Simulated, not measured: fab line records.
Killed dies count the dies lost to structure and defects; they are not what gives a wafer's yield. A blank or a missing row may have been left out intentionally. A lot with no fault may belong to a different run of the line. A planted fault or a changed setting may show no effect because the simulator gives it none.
Split-lot trial | flow n5-finfet | on a route of 1938 steps: 7 lots, 21 wafers read

## THE SPLIT
At N5_ZERO_LAYER_EXPOSE_08 (exposes mask ZERO, defocus 0 nm, target cd 2000 nm), the setting dose-mj was moved away from the recipe's 16.2 on 4 of the 21 wafers read, by +3.2% to +6.0%. All remaining wafers had this setting at the recipe value.

## FROM THE SPLIT TO THE READING: what the file shows between them, 3 steps
- N5_ZERO_LAYER_PEB_09
- N5_ZERO_LAYER_DEVELOP_10: develop time 60 s
- N5_ZERO_LAYER_HARDBAKE_23: time 120 s

## THE READING
cd-nm at N5_ZERO_LAYER_CD_MEAS_11, given in nm (cd target 2000 nm). A value of 1999.2 nm with a standard deviation of 1.6 nm is what fault-free wafers of this fab line usually give.

wafer  | tool, chamber at the split | dose-mj as run | against the recipe | cd-nm, nm | against lot-mates on the recipe
L076.2 | krf-scanner-02, 0          | 16.2           | recipe             | 1998.9    | -
L076.3 | krf-scanner-02, 0          | 16.2           | recipe             | 1997.4    | -
L076.4 | krf-scanner-02, 0          | 16.2           | recipe             | 1997.6    | -
L078.2 | krf-scanner-01, 0          | 16.2           | recipe             | 1996.9    | -
L078.3 | krf-scanner-01, 0          | 16.2           | recipe             | 1998.8    | -
L078.5 | krf-scanner-01, 0          | 16.2           | recipe             | 1995.9    | -
L080.1 | krf-scanner-01, 0          | 16.2           | recipe             | 1999.7    | -
L080.2 | krf-scanner-01, 0          | 16.2           | recipe             | 1999.1    | -
L080.3 | krf-scanner-01, 0          | 16.2           | recipe             | 1997.8    | -
L083.1 | krf-scanner-01, 0          | 16.2           | recipe             | 2000.8    | -
L083.3 | krf-scanner-01, 0          | 16.2           | recipe             | 2000.0    | -
L083.6 | krf-scanner-01, 0          | 16.2           | recipe             | 1999.4    | -
L084.2 | krf-scanner-02, 0          | 16.72          | +3.2%              | 2008.3    | +6.4
L084.3 | krf-scanner-02, 0          | 16.2           | recipe             | 2001.9    | -
L084.4 | krf-scanner-02, 0          | 16.72          | +3.2%              | 2007.3    | +5.4
L086.2 | krf-scanner-01, 0          | 16.2           | recipe             | 2000.3    | -
L086.4 | krf-scanner-01, 0          | 16.2           | recipe             | 2000.8    | -
L086.6 | krf-scanner-01, 0          | 16.2           | recipe             | 2001.8    | -
L097.3 | krf-scanner-01, 0          | 17.17          | +6.0%              | 2009.0    | +12.6
L097.5 | krf-scanner-01, 0          | 16.2           | recipe             | 1996.4    | -
L097.6 | krf-scanner-01, 0          | 17.17          | +6.0%              | 2008.3    | +11.9

THE FIT
A straight line over all 21 wafers: cd-nm changes by +1.83 nm for each +1% of dose-mj; r = +0.88; the points scatter about the line by 2 nm.
The same after taking each lot's own level away (the mean of its wafers on the recipe; 21 wafers): +2.01 nm for each +1%; r = +0.98; scatter 0.77 nm.
The reading moves by 12 nm for the largest change in dose-mj, on that fit.
Across the lots, their own levels run from 1996.40 to 2001.90 nm, a range of 3.4 times the standard deviation given above.
Consequently the slope shifts little with the lot-to-lot level, the two slopes agreeing.
Check: +11.6 nm against its lot-mates is what the line predicts for one of the wafers moved furthest among these (+6.0%) when that wafer is left out of the fit. It came out at +12.6 nm against them.

## THE WHOLE CHAIN: every reading that the file lists as answering this split, in the file's order
step                     | what it does                                        | reading                                                           | change (the file's fit)              | r (the file's)
N5_ZERO_LAYER_CD_MEAS_11 | target cd 2000 nm                                   | cd-nm                                                             | +2 nm for each +1% of the setting    | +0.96
N5_ZERO_LAYER_DESCUM_16  | chemistry O2, time 7.9 s                            | ZERO_LAYER.cd-nm (the simulator's own value, which no gauge read) | +1.95 nm for each +1% of the setting | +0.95
N5_ZERO_LAYER_ETCH_17    | etches SiO2 in CF4, target depth 12 nm, time 13.3 s | ZERO_LAYER.cd-nm (the simulator's own value, which no gauge read) | +1.97 nm for each +1% of the setting | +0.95

## FILE'S OWN FIT
cd-nm changes by +2 nm for each +1% of dose-mj, r = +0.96.
